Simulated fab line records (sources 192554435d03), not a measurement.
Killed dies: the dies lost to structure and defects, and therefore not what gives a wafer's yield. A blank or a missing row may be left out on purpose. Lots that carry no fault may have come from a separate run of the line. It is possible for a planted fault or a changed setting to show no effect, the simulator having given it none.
fab line records :: flow n5_finfet
record:
  lots: 4
  wafers: 12
  last_day: 18
route steps=1938 shown BEOL_M7@1275
lots with no fault: from the same line, run without faults
start_h: the number of hours between the record's first day and the start of the first shown wafer of the lot :: wait_h: hours since the lot's step before :: " the same as in the row above :: L1.1+2: several wafers, shown together as one row :: - no value present, or no start provided :: * or withheld: withheld :: < > ~ a bound
route shown NAME@n: NAME is a module with steps in the file, n the number in the route of the first one :: usual: mean/standard deviation taken from wafers without a fault :: same: alike in all rows :: chamber/n: place in a boat :: sites: per-site readings :: _std_site: their standard deviation :: _edge_site: inner sites' mean taken away from outer sites' mean :: radius_mm: how far each site lies from the wafer's centre :: mask NAME#n: copy n :: behind: the most recent tool/chamber to have shaped the wafer :: hold: cause of the lot's hold/its duration in hours/its outcome :: device: whichever transistor did not switch (one of n, p or np) :: end of line: tests of these same wafers at the route's end :: for a step that has no rows: nothing shown but its recipe :: killed: dies that structure and defects cost at the first sort, which is not the same as the wafer's yield :: map: the dies of a wafer, with x for killed, . for not killed, _ for no die there
set.NAME: the setting the step ran with; set.NAME@STEP: the setting that earlier step ran with :: model.NAME: the simulator's own value behind a step, which no gauge read
lots seen at some steps along the route; tables by step, rows by wafer
services: from which hour (start_h, from the record's first day; less than 0 if before it) a tool's chamber was out of use, for how many hours, and why
== steps ==
step: N5_BEOL_M7_DEVELOP_10
recipe:
  develop_time_s: 30
  developer: TMAH
  resist: CAR-ArF
  rinse_liquid: diw
  dry: air_spin
  dev_temp_c: 23
step: N5_BEOL_M7_DESCUM_16
recipe:
  chemistry: O2
  time_s: 7.9
  source_power_w: 50
  bias_power_w: 20
  pressure_mtorr: 20
  rf_frequency_hz: 2.712e+07
  temp_c: 40
  resist: CAR-ArF
  o2_flow_sccm: 225
step: N5_BEOL_M7_ETCH_61
recipe:
  chemistry: CF4
  target: SiARC
  target_depth_a: 455
  mask_material: CAR-ArF
  time_s: 75.8
  ion_energy_ev: 80
  pressure_mtorr: 40
  source_w: 545
  bias_w: 36
  Ar_flow_sccm: 100
  cf4_flow_sccm: 100
  ends: cleared
step: N5_BEOL_M7_ETCH_62
recipe:
  chemistry: N2/H2
  target: SOC
  target_depth_a: 1100
  overetch_a: 220
  mask_material: SiARC
  temp_c: 40
  time_s: 165
  ion_energy_ev: 200
  pressure_mtorr: 30
  source_w: 840
  bias_w: 150
  n2_flow_sccm: 200
  h2_flow_sccm: 200
step: N5_BEOL_M7_STRIP_68
recipe:
  chemistry: N2/H2
  temp_c: 40
  n2_flow_sccm: 200
  h2_flow_sccm: 200
  rf_frequency_hz: 6e+07
step: N5_BEOL_M7_STRIP_67
recipe:
  chemistry: CF4
  resist: SiARC
  power_w: 300
  bias_power_w: 75
  pressure_mtorr: 50
  cf4_flow_sccm: 150
  rf_frequency_hz: 6e+07
step: N5_BEOL_M7_HM_OPEN_17
recipe:
  chemistry: Cl2/BCl3
  target_depth_a: 200
  overetch_a: 60
  target: TiN
  mask_material: SOC
  ion_energy_ev: 150
  pressure_mtorr: 10
  icp_w: 1000
  bias_w: 126
  Cl2_flow_sccm: 53.25
  bcl3_flow_sccm: 21.75
  Ar_flow_sccm: 25
step: N5_BEOL_M7_STRIP_19
recipe:
  chemistry: O2
  power_w: 400
  temp_c: 40
  pressure_mtorr: 30
  rf_frequency_hz: 6e+07
  bias_power_w: 0
  overash_fraction: 0.2
  o2_flow_sccm: 225
step: N5_BEOL_M7_COAT_63
recipe:
  resist: SOC
  temp_c: 250
  time_s: 60
  spin_rpm: 1500
  resist_thk_nm: 60
usual:
  spin_speed_rpm: 1499.9/0.93
lot.wafer: L936.1
tool: litho_track-05
chamber: 0
start_h: 211.38
wait_h: 2.9
spin_speed_rpm: 1499.1
model.SOC_of_BEOL_M7_COAT_63.thk_nm: 59.8

lot.wafer: L936.3
tool: litho_track-05
chamber: 0
start_h: 211.38
wait_h: 2.9
spin_speed_rpm: 1500.2
model.SOC_of_BEOL_M7_COAT_63.thk_nm: 59.8

lot.wafer: L936.4
tool: litho_track-05
chamber: 0
start_h: 211.38
wait_h: 2.9
spin_speed_rpm: 1500.4
model.SOC_of_BEOL_M7_COAT_63.thk_nm: 59.8

lot.wafer: L949.1
tool: litho_track-05
chamber: 0
start_h: 287.44
wait_h: 0.6
spin_speed_rpm: 1304.9
model.SOC_of_BEOL_M7_COAT_63.thk_nm: 64.2

lot.wafer: L949.3
tool: litho_track-05
chamber: 0
start_h: 287.44
wait_h: 0.6
spin_speed_rpm: 1302.2
model.SOC_of_BEOL_M7_COAT_63.thk_nm: 64.4

lot.wafer: L949.6
tool: litho_track-05
chamber: 0
start_h: 287.44
wait_h: 0.6
spin_speed_rpm: 1301.3
model.SOC_of_BEOL_M7_COAT_63.thk_nm: 64.2

lot.wafer: L955.1
tool: litho_track-05
chamber: 0
start_h: 323.88
wait_h: 0.6
spin_speed_rpm: 1302.8
model.SOC_of_BEOL_M7_COAT_63.thk_nm: 64.2

lot.wafer: L955.5
tool: litho_track-05
chamber: 0
start_h: 323.88
wait_h: 0.6
spin_speed_rpm: 1301.8
model.SOC_of_BEOL_M7_COAT_63.thk_nm: 64.4

lot.wafer: L955.6
tool: litho_track-05
chamber: 0
start_h: 323.88
wait_h: 0.6
spin_speed_rpm: 1302.9
model.SOC_of_BEOL_M7_COAT_63.thk_nm: 64.2

lot.wafer: L959.2
tool: litho_track-03
chamber: 0
start_h: 359.91
wait_h: 2.9
spin_speed_rpm: 1499.8
model.SOC_of_BEOL_M7_COAT_63.thk_nm: 60

lot.wafer: L959.3
tool: litho_track-03
chamber: 0
start_h: 359.91
wait_h: 2.9
spin_speed_rpm: 1500.0
model.SOC_of_BEOL_M7_COAT_63.thk_nm: 59.8

lot.wafer: L959.6
tool: litho_track-03
chamber: 0
start_h: 359.91
wait_h: 2.9
spin_speed_rpm: 1500.3
model.SOC_of_BEOL_M7_COAT_63.thk_nm: 59.8
step: N5_BEOL_M7_COAT_64
recipe:
  resist: SiARC
  temp_c: 220
  time_s: 60
  spin_rpm: 1500
  resist_thk_nm: 12
step: N5_BEOL_M7_COAT_71
recipe:
  resist: underlayer
  temp_c: 205
  time_s: 60
  spin_rpm: 1500
  resist_thk_nm: 5
step: N5_BEOL_M7_COAT_22
recipe:
  resist: CAR-EUV
  spin_rpm: 1500
  resist_thk_nm: 30
step: N5_BEOL_M7_EBR_24
recipe:
  solvent: PGMEA
  ebr_width_mm: 1.5
step: N5_BEOL_M7_SOFTBAKE_23
recipe:
  temp_c: 110
  time_s: 60
  resist: CAR-EUV
step: N5_BEOL_M7_EXPOSE_25
recipe:
  mask_id: V6
  na: 0.33
  source_shape: annular
  sigma_inner: 0.4
  sigma_outer: 0.8
  polarization: unpolarized
  target_cd_nm: 40
  dose_mj: 42.5
step: N5_BEOL_M7_PEB_26
recipe:
  peb_temp_c: 100
  peb_time_s: 60
  resist: CAR-EUV
step: N5_BEOL_M7_DEVELOP_27
recipe:
  develop_time_s: 30
  developer: TMAH
  resist: CAR-EUV
  rinse_liquid: surfactant_rinse
  dry: air_spin
  dev_temp_c: 23
step: N5_BEOL_M7_DESCUM_33
recipe:
  chemistry: O2
  time_s: 7
  source_power_w: 50
  bias_power_w: 20
  pressure_mtorr: 20
  rf_frequency_hz: 2.712e+07
  temp_c: 40
  resist: CAR-EUV
  o2_flow_sccm: 225
step: N5_BEOL_M7_ETCH_72
recipe:
  chemistry: N2/H2
  target: underlayer
  target_depth_a: 65
  mask_material: CAR-EUV
  time_s: 5.2
  ion_energy_ev: 200
  pressure_mtorr: 30
  source_w: 840
  bias_w: 150
  n2_flow_sccm: 200
  h2_flow_sccm: 200
  ends: cleared
step: N5_BEOL_M7_ETCH_65
recipe:
  chemistry: CF4
  target: SiARC
  target_depth_a: 156
  mask_material: CAR-EUV
  time_s: 26
  ion_energy_ev: 80
  pressure_mtorr: 40
  source_w: 545
  bias_w: 36
  Ar_flow_sccm: 100
  cf4_flow_sccm: 100
  ends: cleared
step: N5_BEOL_M7_ETCH_66
recipe:
  chemistry: N2/H2
  target: SOC
  target_depth_a: 800
  overetch_a: 160
  mask_material: SiARC
  temp_c: 40
  time_s: 120
  ion_energy_ev: 200
  pressure_mtorr: 30
  source_w: 840
  bias_w: 150
  n2_flow_sccm: 200
  h2_flow_sccm: 200
usual:
  drypump_motor_current_A: 5.8/0.56
  oes_product_au: 0.59/0.064
  rf_vpp_V: 523.4/2.3
  showerhead_plenum_p_Torr: 2.52/0.077
  throttle_valve_pct: 17.76/0.27
lot.wafer: L936.1
tool: rie_diel-04
chamber: 2
start_h: 212.21
wait_h: 0.0
drypump_motor_current_A: 5.2
oes_product_au: 0.57
rf_hours_counter_h: 157
rf_vpp_V: 522.7
showerhead_plenum_p_Torr: 2.53
throttle_valve_pct: 17.51
model.etch.depth_nm: 59.85

lot.wafer: L936.3
tool: rie_diel-04
chamber: 3
start_h: 212.21
wait_h: 0.0
drypump_motor_current_A: 6.3
oes_product_au: 0.55
rf_hours_counter_h: 213
rf_vpp_V: 521.7
showerhead_plenum_p_Torr: 2.51
throttle_valve_pct: 17.75
model.etch.depth_nm: 59.74

lot.wafer: L936.4
tool: rie_diel-04
chamber: 0
start_h: 212.21
wait_h: 0.0
drypump_motor_current_A: 5.8
oes_product_au: 0.57
rf_hours_counter_h: -
rf_vpp_V: 517.3
showerhead_plenum_p_Torr: 2.36
throttle_valve_pct: 17.88
model.etch.depth_nm: 59.79

lot.wafer: L949.1
tool: rie_diel-04
chamber: 2
start_h: 288.34
wait_h: 0.0
drypump_motor_current_A: 5.2
oes_product_au: 0.58
rf_hours_counter_h: 181
rf_vpp_V: 524.0
showerhead_plenum_p_Torr: 2.52
throttle_valve_pct: 17.57
model.etch.depth_nm: 64.15

lot.wafer: L949.3
tool: rie_diel-04
chamber: 3
start_h: 288.34
wait_h: 0.0
drypump_motor_current_A: 6.2
oes_product_au: 0.55
rf_hours_counter_h: 235
rf_vpp_V: 522.9
showerhead_plenum_p_Torr: 2.50
throttle_valve_pct: 17.79
model.etch.depth_nm: 64.33

lot.wafer: L949.6
tool: rie_diel-04
chamber: 3
start_h: 288.34
wait_h: 0.0
drypump_motor_current_A: 6.3
oes_product_au: 0.56
rf_hours_counter_h: -
rf_vpp_V: 522.4
showerhead_plenum_p_Torr: 2.50
throttle_valve_pct: 17.80
model.etch.depth_nm: 64.2

lot.wafer: L955.1
tool: rie_diel-02
chamber: 0
start_h: 324.70
wait_h: 0.0
drypump_motor_current_A: 5.8
oes_product_au: 0.75
rf_hours_counter_h: 10
rf_vpp_V: 524.7
showerhead_plenum_p_Torr: 2.62
throttle_valve_pct: 18.06
model.etch.depth_nm: 64.24

lot.wafer: L955.5
tool: rie_diel-02
chamber: 1
start_h: 324.70
wait_h: 0.0
drypump_motor_current_A: 6.6
oes_product_au: 0.54
rf_hours_counter_h: -
rf_vpp_V: 526.9
showerhead_plenum_p_Torr: 2.62
throttle_valve_pct: 18.18
model.etch.depth_nm: 64.35

lot.wafer: L955.6
tool: rie_diel-02
chamber: 0
start_h: 324.70
wait_h: 0.0
drypump_motor_current_A: 5.7
oes_product_au: 0.75
rf_hours_counter_h: -
rf_vpp_V: 525.0
showerhead_plenum_p_Torr: 2.61
throttle_valve_pct: 18.09
model.etch.depth_nm: 64.19

lot.wafer: L959.2
tool: rie_diel-02
chamber: 1
start_h: 360.51
wait_h: 0.0
drypump_motor_current_A: 6.6
oes_product_au: 0.73
rf_hours_counter_h: 4
rf_vpp_V: 526.0
showerhead_plenum_p_Torr: 2.62
throttle_valve_pct: 17.80
model.etch.depth_nm: 60.02

lot.wafer: L959.3
tool: rie_diel-02
chamber: 2
start_h: 360.51
wait_h: 0.0
drypump_motor_current_A: 4.7
oes_product_au: 0.64
rf_hours_counter_h: 56
rf_vpp_V: 525.9
showerhead_plenum_p_Torr: 2.58
throttle_valve_pct: 17.70
model.etch.depth_nm: 59.89

lot.wafer: L959.6
tool: rie_diel-02
chamber: 1
start_h: 360.51
wait_h: 0.0
drypump_motor_current_A: 6.6
oes_product_au: 0.72
rf_hours_counter_h: -
rf_vpp_V: 525.2
showerhead_plenum_p_Torr: 2.62
throttle_valve_pct: 17.80
model.etch.depth_nm: 59.88
step: N5_BEOL_M7_STRIP_69
recipe:
  chemistry: N2/H2
  temp_c: 40
  n2_flow_sccm: 200
  h2_flow_sccm: 200
  rf_frequency_hz: 6e+07
step: N5_BEOL_M7_STRIP_73
recipe:
  chemistry: N2/H2
  temp_c: 40
  n2_flow_sccm: 200
  h2_flow_sccm: 200
  rf_frequency_hz: 6e+07
step: N5_BEOL_M7_VIA_ETCH_34
recipe:
  chemistry: C4F6/O2
  target: SiCOH_lowk
  target_depth_a: 1255
  mask_material: SOC
  taper_deg: 4
  time_s: 50.5
  ion_energy_ev: 250
  pressure_mtorr: 30
  source_w: 345
  bias_w: 185
  Ar_flow_sccm: 300
  C4F6_flow_sccm: 10
  O2_flow_sccm: 10
usual:
  drypump_motor_current_A: 5.8/0.56
  oes_o_777_au: 0.77/0.087
  oes_product_au: 0.77/0.089
  rf_vpp_V: 667/11
  showerhead_plenum_p_Torr: 2.83/0.085
  throttle_valve_pct: 20.81/0.27
lot.wafer: L936.1
tool: rie_diel-04
chamber: 2
start_h: 212.31
wait_h: 0.0
drypump_motor_current_A: 5.2
oes_o_777_au: 0.76
oes_product_au: 0.74
rf_hours_counter_h: 157
rf_vpp_V: 667
showerhead_plenum_p_Torr: 2.85
throttle_valve_pct: 20.53
model.SOC_of_BEOL_M7_COAT_63.thk_nm: 54

lot.wafer: L936.3
tool: rie_diel-04
chamber: 3
start_h: 212.31
wait_h: 0.0
drypump_motor_current_A: 6.2
oes_o_777_au: 0.68
oes_product_au: 0.72
rf_hours_counter_h: 213
rf_vpp_V: 665
showerhead_plenum_p_Torr: 2.83
throttle_valve_pct: 20.92
model.SOC_of_BEOL_M7_COAT_63.thk_nm: 53.8

lot.wafer: L936.4
tool: rie_diel-04
chamber: 0
start_h: 212.31
wait_h: 0.0
drypump_motor_current_A: 5.9
oes_o_777_au: 0.77
oes_product_au: 0.74
rf_hours_counter_h: -
rf_vpp_V: 641
showerhead_plenum_p_Torr: 2.62
throttle_valve_pct: 20.79
model.SOC_of_BEOL_M7_COAT_63.thk_nm: 53.8

lot.wafer: L949.1
tool: rie_diel-04
chamber: 2
start_h: 288.44
wait_h: 0.0
drypump_motor_current_A: 5.2
oes_o_777_au: 0.74
oes_product_au: 0.72
rf_hours_counter_h: 181
rf_vpp_V: 669
showerhead_plenum_p_Torr: 2.84
throttle_valve_pct: 20.57
model.SOC_of_BEOL_M7_COAT_63.thk_nm: 58.2

lot.wafer: L949.3
tool: rie_diel-04
chamber: 3
start_h: 288.44
wait_h: 0.0
drypump_motor_current_A: 6.2
oes_o_777_au: 0.67
oes_product_au: 0.71
rf_hours_counter_h: 235
rf_vpp_V: 664
showerhead_plenum_p_Torr: 2.82
throttle_valve_pct: 20.94
model.SOC_of_BEOL_M7_COAT_63.thk_nm: 58.4

lot.wafer: L949.6
tool: rie_diel-04
chamber: 3
start_h: 288.44
wait_h: 0.0
drypump_motor_current_A: 6.3
oes_o_777_au: 0.67
oes_product_au: 0.70
rf_hours_counter_h: -
rf_vpp_V: 665
showerhead_plenum_p_Torr: 2.82
throttle_valve_pct: 20.95
model.SOC_of_BEOL_M7_COAT_63.thk_nm: 58.2

lot.wafer: L955.1
tool: rie_diel-02
chamber: 0
start_h: 324.80
wait_h: 0.0
drypump_motor_current_A: 5.7
oes_o_777_au: 0.97
oes_product_au: 0.95
rf_hours_counter_h: 11
rf_vpp_V: 642
showerhead_plenum_p_Torr: 2.91
throttle_valve_pct: 21.14
model.SOC_of_BEOL_M7_COAT_63.thk_nm: 58

lot.wafer: L955.5
tool: rie_diel-02
chamber: 1
start_h: 324.80
wait_h: 0.0
drypump_motor_current_A: 6.6
oes_o_777_au: 0.67
oes_product_au: 0.66
rf_hours_counter_h: -
rf_vpp_V: 675
showerhead_plenum_p_Torr: 2.90
throttle_valve_pct: 21.06
model.SOC_of_BEOL_M7_COAT_63.thk_nm: 58.6

lot.wafer: L955.6
tool: rie_diel-02
chamber: 0
start_h: 324.80
wait_h: 0.0
drypump_motor_current_A: 5.7
oes_o_777_au: 0.97
oes_product_au: 0.94
rf_hours_counter_h: -
rf_vpp_V: 642
showerhead_plenum_p_Torr: 2.91
throttle_valve_pct: 21.11
model.SOC_of_BEOL_M7_COAT_63.thk_nm: 58

lot.wafer: L959.2
tool: rie_diel-02
chamber: 1
start_h: 360.61
wait_h: 0.0
drypump_motor_current_A: 6.6
oes_o_777_au: 0.96
oes_product_au: 0.97
rf_hours_counter_h: 4
rf_vpp_V: 674
showerhead_plenum_p_Torr: 2.89
throttle_valve_pct: 20.78
model.SOC_of_BEOL_M7_COAT_63.thk_nm: 53.8

lot.wafer: L959.3
tool: rie_diel-02
chamber: 2
start_h: 360.61
wait_h: 0.0
drypump_motor_current_A: 4.6
oes_o_777_au: 0.85
oes_product_au: 0.85
rf_hours_counter_h: 56
rf_vpp_V: 665
showerhead_plenum_p_Torr: 2.91
throttle_valve_pct: 20.95
model.SOC_of_BEOL_M7_COAT_63.thk_nm: 53.6

lot.wafer: L959.6
tool: rie_diel-02
chamber: 1
start_h: 360.61
wait_h: 0.0
drypump_motor_current_A: 6.6
oes_o_777_au: 0.95
oes_product_au: 0.97
rf_hours_counter_h: -
rf_vpp_V: 674
showerhead_plenum_p_Torr: 2.89
throttle_valve_pct: 20.74
model.SOC_of_BEOL_M7_COAT_63.thk_nm: 53.8
step: N5_BEOL_M7_STRIP_76
recipe:
  chemistry: C4F6/O2
  resist: SiARC
  rf_frequency_hz: 6e+07
== services ==
tool: rie_diel-04
chamber: 1
start_h: 209.51
hours: 16.5
kind: repair

tool: rie_diel-02
chamber: 0
start_h: 238.33
hours: 5.8
kind: repair

tool: litho_track-05
chamber: -
start_h: 261.76
hours: -
kind: consumable_replace:filter

tool: rie_diel-02
chamber: 0
start_h: 274.53
hours: -
kind: clean

tool: rie_diel-02
chamber: 0
start_h: 274.53
hours: -
kind: consumable_replace:focus_ring

tool: rie_diel-02
chamber: 0
start_h: 274.53
hours: 14.8
kind: scheduled_down

tool: rie_diel-02
chamber: 0
start_h: 274.53
hours: 14.8
kind: vent_cycle

tool: rie_diel-04
chamber: 0
start_h: 319.25
hours: 5.6
kind: repair

tool: rie_diel-02
chamber: 1
start_h: 330.24
hours: -
kind: clean

tool: rie_diel-02
chamber: 1
start_h: 330.24
hours: -
kind: consumable_replace:focus_ring

tool: rie_diel-02
chamber: 1
start_h: 330.24
hours: 18.0
kind: scheduled_down

tool: rie_diel-02
chamber: 1
start_h: 330.24
hours: 18.0
kind: vent_cycle

tool: rie_diel-04
chamber: 3
start_h: 338.66
hours: -
kind: clean

tool: rie_diel-04
chamber: 3
start_h: 338.66
hours: -
kind: consumable_replace:focus_ring

tool: rie_diel-04
chamber: 3
start_h: 338.66
hours: 15.6
kind: scheduled_down

tool: rie_diel-04
chamber: 3
start_h: 338.66
hours: 15.6
kind: vent_cycle

tool: litho_track-05
chamber: -
start_h: 351.11
hours: -
kind: consumable_replace:filter
== key ==
first_sign:
  step: N5_BEOL_M7_COAT_63
  reading: spin_speed_rpm
  direction: down
  sigmas: 99+
  usual: *
  struck: *
effect none on later readings
model_effect:
  step: N5_BEOL_M7_COAT_63
  value: SOC_of_BEOL_M7_COAT_63.thk_nm
  without: 59.87
  struck: 64.27
model_effect:
  step: N5_BEOL_M7_ETCH_66
  value: etch.depth_nm
  without: 59.87
  struck: 64.25
model_effect:
  step: N5_BEOL_M7_VIA_ETCH_34
  value: SOC_of_BEOL_M7_COAT_63.thk_nm
  without: 53.93
  struck: 58.23
met_at N5_BEOL_M7_COAT_63
struck_wafers L949.1,L949.3,L949.6,L955.1,L955.5,L955.6
onset_between 211.38 287.44
fault:
  kind: process_parameter_drift
  tool: litho_track-05
  chamber: -
  onset_h: 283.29
  steps: N5_BEOL_M7_COAT_63
  channel: spin_rpm
  offset: *
  shape: step
  end_h: 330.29
  acts_in: *
  stated: *
